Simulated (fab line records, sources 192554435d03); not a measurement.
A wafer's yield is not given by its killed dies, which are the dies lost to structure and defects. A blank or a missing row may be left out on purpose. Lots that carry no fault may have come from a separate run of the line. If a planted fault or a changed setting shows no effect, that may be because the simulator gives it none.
Chamber matching ; flow n5Finfet ; 4 sister chambers for N5_BEOL_M8_ETCH_65 on rieDiel-04
The step etches SiARC in CF4, target depth 15.6 nm, time 26 s. 4 wafers are shown with their chamber, then 8 later ones without.

## WAFERS WITH THEIR CHAMBER
wafer;chamber;drypumpMotorCurrentA (A)
L077.2;1;5.89
L076.4;3;5.20
L076.5;2;5.39
L086.2;0;5.52

## WAFERS WITH NO CHAMBER GIVEN
wafer;drypumpMotorCurrentA (A)
L086.3;5.20
L086.4;5.90
L093.1;5.90
L093.2;5.42
L093.4;5.23
L096.2;5.91
L096.3;5.52
L096.5;5.22

## WHICH CHAMBER EACH ONE RAN IN
wafer;from the rows above;in truth
L086.3;3;3
L086.4;1;1
L093.1;1;1
L093.2;2;2
L093.4;3;3
L096.2;1;1
L096.3;0;0
L096.5;3;3
8 of 8 placed correctly. Left unplaced by these rows: 0. 0 placed wrongly.
How it was worked out, from the rows above alone: a wafer's distance from a chamber is the root of the sum, over the readings, of the square of ((its reading less the chamber's mean) divided by the reading's scatter). The wafer belongs to the nearest chamber; if the next one is less than 2 further off, it can't be placed. Each chamber's mean is taken over the wafers shown for it. The scatter: with one shown wafer a chamber, the root of the mean of the squares of how far each hidden wafer lies from its nearest shown one.
